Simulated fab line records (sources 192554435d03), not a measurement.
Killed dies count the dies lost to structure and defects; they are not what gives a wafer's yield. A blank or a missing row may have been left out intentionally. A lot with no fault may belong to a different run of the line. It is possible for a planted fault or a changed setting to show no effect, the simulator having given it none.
3 desks, one fault -- flow n5_finfet -- each desk has only its own numbers; what lay behind them comes last

AT THE METROLOGY DESK
What the gauges read for every lot (on any tool): the sampled wafers with a number, averaged. The brackets show how far a lot's mean lies from the usual mean; more than 4 standard deviations puts the lot out of limits, marked OUT.
Columns: A = cd_nm at N5_BEOL_M6_CD_MEAS_11, usual 38.5 nm; B = M6_OVL at N5_BEOL_M6_OVL_MEAS_12, usual -0.4 nm
lot,first seen here,A,B
L225,day 9 18:57,39.0,-1.2
L224,day 10 16:05,37.9,-0.7
L240,day 13 12:42,38.6,-0.1
L241,day 13 16:02,38.1,-0.0
L243,day 14 10:42,38.4,0.1
L247,day 15 03:13,38.6,-1.1
L246,day 15 04:01,39.2,0.2
Result from this desk: across the 7 lots, nothing is out of limits.

AT THE TOOL OWNER'S DESK: rie_diel-05
The tool's own readings at N5_BEOL_M6_ETCH_62 (etches SOC in N2/H2, target depth 110 nm, overetch 22 nm, time 165 s): means of the sampled wafers that have a number, for each lot that ran on this tool. The brackets show how far a lot's mean lies from the usual mean; more than 4 standard deviations puts the lot out of limits, marked OUT.
Columns: A = chamber_pressure_mTorr at N5_BEOL_M6_ETCH_62, usual 30.002 mTorr; B = drypump_motor_current_A at N5_BEOL_M6_ETCH_62, usual 5.6 A; C = oes_product_au at N5_BEOL_M6_ETCH_62, usual 0.66 a.u.; D = rf_vpp_V at N5_BEOL_M6_ETCH_62, usual 525.0 V; E = showerhead_plenum_p_Torr at N5_BEOL_M6_ETCH_62, usual 2.58 Torr; F = throttle_valve_pct at N5_BEOL_M6_ETCH_62, usual 17.97 %
lot,first seen here,A,B,C,D,E,F
L224,day 10 16:16,29.989,5.3,0.70,525.9,2.62,17.93
L240,day 13 12:53,30.017,5.9,0.71,524.2,2.56,17.98
L241,day 13 16:37,30.030,5.1,0.71,524.1,2.57,17.99
L243,day 14 10:56,30.025,6.0,0.71,521.6,2.45,18.02
Result from this desk: across the 4 lots, nothing is out of limits.

THE DEFECT DESK
Inspection counts along the route, by lot: the mean over sampled wafers that carry a number. The brackets show how far a lot's mean lies from the usual mean; more than 4 standard deviations puts the lot out of limits, marked OUT.
Columns: A = raw_defect_count at N5_BEOL_M6_INSPECT_13, usual 416
lot,first seen here,A
L225,day 9 19:00,429
L224,day 10 16:08,322
L240,day 13 12:46,470
L241,day 13 16:05,438
L243,day 14 10:45,506
L247,day 15 03:16,406
L246,day 15 04:05,590
Result from this desk: across the 7 lots, nothing is out of limits.

PUT TOGETHER
Metrology desk: nothing out of limits seen.
Nothing out of limits was seen by the tool owner's desk.
No out-of-limits result turned up at the defect desk.

WHAT THE SIMULATOR HAD PUT IN
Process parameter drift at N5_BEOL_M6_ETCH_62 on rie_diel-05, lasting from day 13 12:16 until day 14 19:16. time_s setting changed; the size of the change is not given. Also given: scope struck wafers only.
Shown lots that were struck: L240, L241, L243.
